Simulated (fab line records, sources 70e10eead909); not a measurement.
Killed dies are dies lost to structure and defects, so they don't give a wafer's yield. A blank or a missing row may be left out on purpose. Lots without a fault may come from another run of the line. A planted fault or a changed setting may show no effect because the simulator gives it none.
Chamber matching | flow nand_harc | NHARC_P_ZERO_WELL_ETCH_63 on rie_si-03: 4 sister chambers
The step etches the open film in HBr/Cl2, target depth 120 nm, time 40.1 s. 16 wafers are shown with their chamber, then 8 later ones without.

WAFERS WITH THEIR CHAMBER
wafer  | chamber | drypump_motor_current_A (A) | throttle_valve_pct (%) | oes_product_au (a.u.)
L971.1 | 3       | 6.2                         | 26.406                 | 0.986
L971.3 | 2       | 5.2                         | 26.400                 | 1.006
L971.5 | 0       | 4.7                         | 26.410                 | 1.008
L973.2 | 1       | 6.3                         | 26.414                 | 1.009
L973.3 | 3       | 6.2                         | 26.411                 | 1.004
L973.5 | 0       | 4.7                         | 26.401                 | 1.012
L979.2 | 1       | 6.3                         | 26.405                 | 1.021
L979.5 | 2       | 5.1                         | 26.405                 | 1.011
L979.6 | 1       | 6.3                         | 26.407                 | 1.004
L981.3 | 1       | 6.3                         | 26.419                 | 1.014
L981.5 | 3       | 6.2                         | 26.403                 | 1.014
L981.6 | 2       | 5.1                         | 26.411                 | 1.012
L986.1 | 2       | 5.2                         | 26.422                 | 1.008
L986.2 | 0       | 4.7                         | 26.392                 | 0.994
L986.5 | 0       | 4.7                         | 26.404                 | 1.002
L990.1 | 2       | 5.2                         | 26.398                 | 0.972

SIGNATURES (means of the wafers above)
reading                 | chamber 0 | chamber 1 | chamber 2 | chamber 3 | scatter within a chamber
drypump_motor_current_A | 4.700     | 6.300     | 5.160     | 6.200     | 0.0316
throttle_valve_pct      | 26.40175  | 26.41125  | 26.40720  | 26.40667  | 0.00764
oes_product_au          | 1.00400   | 1.01200   | 1.00180   | 1.00133   | 0.0125
Rule: a wafer's distance from a chamber is the root of the sum, over the readings, of the square of ((its reading less the chamber's mean) divided by the reading's scatter). The wafer belongs to the nearest chamber; if the next one is less than 2 further off, it can't be placed. The scatter: the root of (the sum of the squares of (reading less its chamber's mean) over the shown wafers, divided by (wafers less chambers)).

WAFERS WITHOUT THEIR CHAMBER
wafer  | drypump_motor_current_A (A) | throttle_valve_pct (%) | oes_product_au (a.u.)
L990.2 | 6.2                         | 26.403                 | 1.018
L990.5 | 5.2                         | 26.403                 | 0.988
L991.1 | 5.1                         | 26.408                 | 0.988
L991.4 | 6.2                         | 26.399                 | 1.007
L991.6 | 6.2                         | 26.418                 | 1.005
L992.1 | 6.2                         | 26.427                 | 1.014
L992.3 | 6.2                         | 26.405                 | 1.006
L992.5 | 6.3                         | 26.403                 | 0.993

WHICH CHAMBER EACH WENT THROUGH
wafer  | from the rows above     | in truth
L990.2 | can't be placed: 3 or 1 | 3
L990.5 | 2                       | 2
L991.1 | 2                       | 2
L991.4 | 3                       | 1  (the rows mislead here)
L991.6 | can't be placed: 3 or 1 | 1
L992.1 | can't be placed: 3 or 1 | 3
L992.3 | 3                       | 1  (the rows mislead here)
L992.5 | can't be placed: 1 or 3 | 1
Placed correctly: 2 of 8. Can't be placed from these rows: 4 (the true chamber is among the candidates in 4). Placed wrongly: 2.
